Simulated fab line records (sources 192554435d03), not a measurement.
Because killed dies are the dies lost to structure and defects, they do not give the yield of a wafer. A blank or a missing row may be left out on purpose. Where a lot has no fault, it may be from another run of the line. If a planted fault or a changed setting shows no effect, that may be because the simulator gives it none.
Split-lot experiment || flow n5-finfet || on a route of 1938 steps: 7 lots, 39 wafers read

## ABOUT THE SPLIT
At N5_MOL_CONTACT_COAG_CVD_140 (deposits W, target thk 66.5 nm, time 215 s), the setting target-thk-a was moved away from the recipe's 665 angstrom on 15 of the 39 wafers read, by -14.3% to +14.2%. For the rest of the wafers, this setting stayed at what the recipe calls for.

The reading is taken at the split's own step.

## THE READING
W_of_MOL_CONTACT_COAG_CVD_140.thk-nm (the simulator's own value, which no gauge read), in nm, at N5_MOL_CONTACT_COAG_CVD_140 (deposits W, target thk 66.5 nm, time 215 s). The file gives no usual value for it. Across the 24 wafers here that went through the recipe, the average is 66.5 nm and the standard deviation 0.56 nm.

{"wafer": "L074.1", "tool, chamber at the split": "cvd-w-02, 1", "target-thk-a as run, angstrom": 665, "against the recipe": "recipe", "W_of_MOL_CONTACT_COAG_CVD_140.thk-nm, nm": 65.6, "against lot-mates on the recipe": "-"}
{"wafer": "L074.3", "tool, chamber at the split": "cvd-w-02, 1", "target-thk-a as run, angstrom": 665, "against the recipe": "recipe", "W_of_MOL_CONTACT_COAG_CVD_140.thk-nm, nm": 65.6, "against lot-mates on the recipe": "-"}
{"wafer": "L074.2", "tool, chamber at the split": "cvd-w-02, 0", "target-thk-a as run, angstrom": 665, "against the recipe": "recipe", "W_of_MOL_CONTACT_COAG_CVD_140.thk-nm, nm": 65.8, "against lot-mates on the recipe": "-"}
{"wafer": "L074.4", "tool, chamber at the split": "cvd-w-02, 0", "target-thk-a as run, angstrom": 595.6, "against the recipe": "-10.4%", "W_of_MOL_CONTACT_COAG_CVD_140.thk-nm, nm": 58.6, "against lot-mates on the recipe": -7.1}
{"wafer": "L074.5", "tool, chamber at the split": "cvd-w-02, 0", "target-thk-a as run, angstrom": 595.6, "against the recipe": "-10.4%", "W_of_MOL_CONTACT_COAG_CVD_140.thk-nm, nm": 58.2, "against lot-mates on the recipe": -7.5}
{"wafer": "L074.6", "tool, chamber at the split": "cvd-w-02, 1", "target-thk-a as run, angstrom": 595.6, "against the recipe": "-10.4%", "W_of_MOL_CONTACT_COAG_CVD_140.thk-nm, nm": 59, "against lot-mates on the recipe": -6.7}
{"wafer": "L079.1", "tool, chamber at the split": "cvd-w-02, 1", "target-thk-a as run, angstrom": 665, "against the recipe": "recipe", "W_of_MOL_CONTACT_COAG_CVD_140.thk-nm, nm": 66.6, "against lot-mates on the recipe": "-"}
{"wafer": "L079.2", "tool, chamber at the split": "cvd-w-02, 0", "target-thk-a as run, angstrom": 727.4, "against the recipe": "+9.4%", "W_of_MOL_CONTACT_COAG_CVD_140.thk-nm, nm": 73.2, "against lot-mates on the recipe": "+6.5"}
{"wafer": "L079.3", "tool, chamber at the split": "cvd-w-02, 0,1", "target-thk-a as run, angstrom": 665, "against the recipe": "recipe", "W_of_MOL_CONTACT_COAG_CVD_140.thk-nm, nm": 66.8, "against lot-mates on the recipe": "-"}
{"wafer": "L079.4", "tool, chamber at the split": "cvd-w-02, 0,1", "target-thk-a as run, angstrom": 665, "against the recipe": "recipe", "W_of_MOL_CONTACT_COAG_CVD_140.thk-nm, nm": 66.8, "against lot-mates on the recipe": "-"}
{"wafer": "L079.5", "tool, chamber at the split": "cvd-w-02, 0", "target-thk-a as run, angstrom": 727.4, "against the recipe": "+9.4%", "W_of_MOL_CONTACT_COAG_CVD_140.thk-nm, nm": 72, "against lot-mates on the recipe": "+5.3"}
{"wafer": "L079.6", "tool, chamber at the split": "cvd-w-02, 1", "target-thk-a as run, angstrom": 727.4, "against the recipe": "+9.4%", "W_of_MOL_CONTACT_COAG_CVD_140.thk-nm, nm": 72.6, "against lot-mates on the recipe": "+5.9"}
{"wafer": "L080.1", "tool, chamber at the split": "cvd-w-01, 1", "target-thk-a as run, angstrom": 665, "against the recipe": "recipe", "W_of_MOL_CONTACT_COAG_CVD_140.thk-nm, nm": 66.4, "against lot-mates on the recipe": "-"}
{"wafer": "L080.2", "tool, chamber at the split": "cvd-w-01, 0", "target-thk-a as run, angstrom": 569.6, "against the recipe": "-14.3%", "W_of_MOL_CONTACT_COAG_CVD_140.thk-nm, nm": 56.8, "against lot-mates on the recipe": -9.7}
{"wafer": "L080.3", "tool, chamber at the split": "cvd-w-01, 0", "target-thk-a as run, angstrom": 665, "against the recipe": "recipe", "W_of_MOL_CONTACT_COAG_CVD_140.thk-nm, nm": 66, "against lot-mates on the recipe": "-"}
{"wafer": "L080.4", "tool, chamber at the split": "cvd-w-01, 1", "target-thk-a as run, angstrom": 569.6, "against the recipe": "-14.3%", "W_of_MOL_CONTACT_COAG_CVD_140.thk-nm, nm": 56.2, "against lot-mates on the recipe": -10.3}
{"wafer": "L080.5", "tool, chamber at the split": "cvd-w-01, 1", "target-thk-a as run, angstrom": 665, "against the recipe": "recipe", "W_of_MOL_CONTACT_COAG_CVD_140.thk-nm, nm": 67, "against lot-mates on the recipe": "-"}
{"wafer": "L080.6", "tool, chamber at the split": "cvd-w-01, 0", "target-thk-a as run, angstrom": 569.6, "against the recipe": "-14.3%", "W_of_MOL_CONTACT_COAG_CVD_140.thk-nm, nm": 57.6, "against lot-mates on the recipe": -8.9}
{"wafer": "L082.1", "tool, chamber at the split": "cvd-w-02, 1", "target-thk-a as run, angstrom": 665, "against the recipe": "recipe", "W_of_MOL_CONTACT_COAG_CVD_140.thk-nm, nm": 66.4, "against lot-mates on the recipe": "-"}
{"wafer": "L082.2", "tool, chamber at the split": "cvd-w-02, 0", "target-thk-a as run, angstrom": 754.4, "against the recipe": "+13.4%", "W_of_MOL_CONTACT_COAG_CVD_140.thk-nm, nm": 76, "against lot-mates on the recipe": "+9.7"}
{"wafer": "L082.3", "tool, chamber at the split": "cvd-w-02, 0", "target-thk-a as run, angstrom": 754.4, "against the recipe": "+13.4%", "W_of_MOL_CONTACT_COAG_CVD_140.thk-nm, nm": 75.8, "against lot-mates on the recipe": "+9.5"}
{"wafer": "L082.4", "tool, chamber at the split": "cvd-w-02, 1", "target-thk-a as run, angstrom": 665, "against the recipe": "recipe", "W_of_MOL_CONTACT_COAG_CVD_140.thk-nm, nm": 65.8, "against lot-mates on the recipe": "-"}
{"wafer": "L082.5", "tool, chamber at the split": "cvd-w-02, 1", "target-thk-a as run, angstrom": 754.4, "against the recipe": "+13.4%", "W_of_MOL_CONTACT_COAG_CVD_140.thk-nm, nm": 75.6, "against lot-mates on the recipe": "+9.3"}
{"wafer": "L082.6", "tool, chamber at the split": "cvd-w-02, 0", "target-thk-a as run, angstrom": 665, "against the recipe": "recipe", "W_of_MOL_CONTACT_COAG_CVD_140.thk-nm, nm": 66.6, "against lot-mates on the recipe": "-"}
{"wafer": "L087.1", "tool, chamber at the split": "cvd-w-01, 1", "target-thk-a as run, angstrom": 665, "against the recipe": "recipe", "W_of_MOL_CONTACT_COAG_CVD_140.thk-nm, nm": 67, "against lot-mates on the recipe": "-"}
{"wafer": "L087.2", "tool, chamber at the split": "cvd-w-01, 0", "target-thk-a as run, angstrom": 665, "against the recipe": "recipe", "W_of_MOL_CONTACT_COAG_CVD_140.thk-nm, nm": 67.6, "against lot-mates on the recipe": "-"}
{"wafer": "L087.3", "tool, chamber at the split": "cvd-w-01, 0", "target-thk-a as run, angstrom": 665, "against the recipe": "recipe", "W_of_MOL_CONTACT_COAG_CVD_140.thk-nm, nm": 67.4, "against lot-mates on the recipe": "-"}
{"wafer": "L093.1", "tool, chamber at the split": "cvd-w-02, 0,1", "target-thk-a as run, angstrom": 665, "against the recipe": "recipe", "W_of_MOL_CONTACT_COAG_CVD_140.thk-nm, nm": 66, "against lot-mates on the recipe": "-"}
{"wafer": "L093.3", "tool, chamber at the split": "cvd-w-02, 0,1", "target-thk-a as run, angstrom": 665, "against the recipe": "recipe", "W_of_MOL_CONTACT_COAG_CVD_140.thk-nm, nm": 66, "against lot-mates on the recipe": "-"}
{"wafer": "L093.2", "tool, chamber at the split": "cvd-w-02, 1", "target-thk-a as run, angstrom": 759.2, "against the recipe": "+14.2%", "W_of_MOL_CONTACT_COAG_CVD_140.thk-nm, nm": 76.4, "against lot-mates on the recipe": "+10.3"}
{"wafer": "L093.4", "tool, chamber at the split": "cvd-w-02, 0", "target-thk-a as run, angstrom": 759.2, "against the recipe": "+14.2%", "W_of_MOL_CONTACT_COAG_CVD_140.thk-nm, nm": 75.8, "against lot-mates on the recipe": "+9.7"}
{"wafer": "L093.5", "tool, chamber at the split": "cvd-w-02, 0", "target-thk-a as run, angstrom": 759.2, "against the recipe": "+14.2%", "W_of_MOL_CONTACT_COAG_CVD_140.thk-nm, nm": 76, "against lot-mates on the recipe": "+9.9"}
{"wafer": "L093.6", "tool, chamber at the split": "cvd-w-02, 1", "target-thk-a as run, angstrom": 665, "against the recipe": "recipe", "W_of_MOL_CONTACT_COAG_CVD_140.thk-nm, nm": 66.4, "against lot-mates on the recipe": "-"}
{"wafer": "L096.1", "tool, chamber at the split": "cvd-w-02, 1", "target-thk-a as run, angstrom": 665, "against the recipe": "recipe", "W_of_MOL_CONTACT_COAG_CVD_140.thk-nm, nm": 66.6, "against lot-mates on the recipe": "-"}
{"wafer": "L096.2", "tool, chamber at the split": "cvd-w-02, 0,1", "target-thk-a as run, angstrom": 665, "against the recipe": "recipe", "W_of_MOL_CONTACT_COAG_CVD_140.thk-nm, nm": 66.8, "against lot-mates on the recipe": "-"}
{"wafer": "L096.6", "tool, chamber at the split": "cvd-w-02, 0,1", "target-thk-a as run, angstrom": 665, "against the recipe": "recipe", "W_of_MOL_CONTACT_COAG_CVD_140.thk-nm, nm": 66.8, "against lot-mates on the recipe": "-"}
{"wafer": "L096.3", "tool, chamber at the split": "cvd-w-02, 0", "target-thk-a as run, angstrom": 665, "against the recipe": "recipe", "W_of_MOL_CONTACT_COAG_CVD_140.thk-nm, nm": 67.4, "against lot-mates on the recipe": "-"}
{"wafer": "L096.4", "tool, chamber at the split": "cvd-w-02, 1", "target-thk-a as run, angstrom": 665, "against the recipe": "recipe", "W_of_MOL_CONTACT_COAG_CVD_140.thk-nm, nm": 67, "against lot-mates on the recipe": "-"}
{"wafer": "L096.5", "tool, chamber at the split": "cvd-w-02, 0", "target-thk-a as run, angstrom": 665, "against the recipe": "recipe", "W_of_MOL_CONTACT_COAG_CVD_140.thk-nm, nm": 66.2, "against lot-mates on the recipe": "-"}
Where a row lists several chambers, the file gives one row for several wafers and doesn't say which wafer went through which chamber.

FIT RESULTS
A straight line over all 39 wafers: W_of_MOL_CONTACT_COAG_CVD_140.thk-nm changes by +0.688 nm for each +1% of target-thk-a; r = +0.99; the points scatter about the line by 0.56 nm.
The same after taking each lot's own level away (the mean of its wafers on the recipe; 39 wafers): +0.682 nm for each +1%; r = +1.00; scatter 0.4 nm.
On that fit, the largest move of target-thk-a shifts the reading by 9.8 nm.
The span of the lots' own levels, 65.67 to 67.33 nm, comes to 3.0 times the standard deviation stated above.
Consequently the slope shifts little with the lot-to-lot level, the two slopes agreeing.
Check: -9.78 nm against its lot-mates is what the line predicts for one of the wafers moved furthest among these (-14.3%) when that wafer is left out of the fit. Against them it came out at -9.67 nm.

## FILE'S OWN FIT
W_of_MOL_CONTACT_COAG_CVD_140.thk-nm changes by +0.683 nm for each +1% of target-thk-a, r = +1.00.
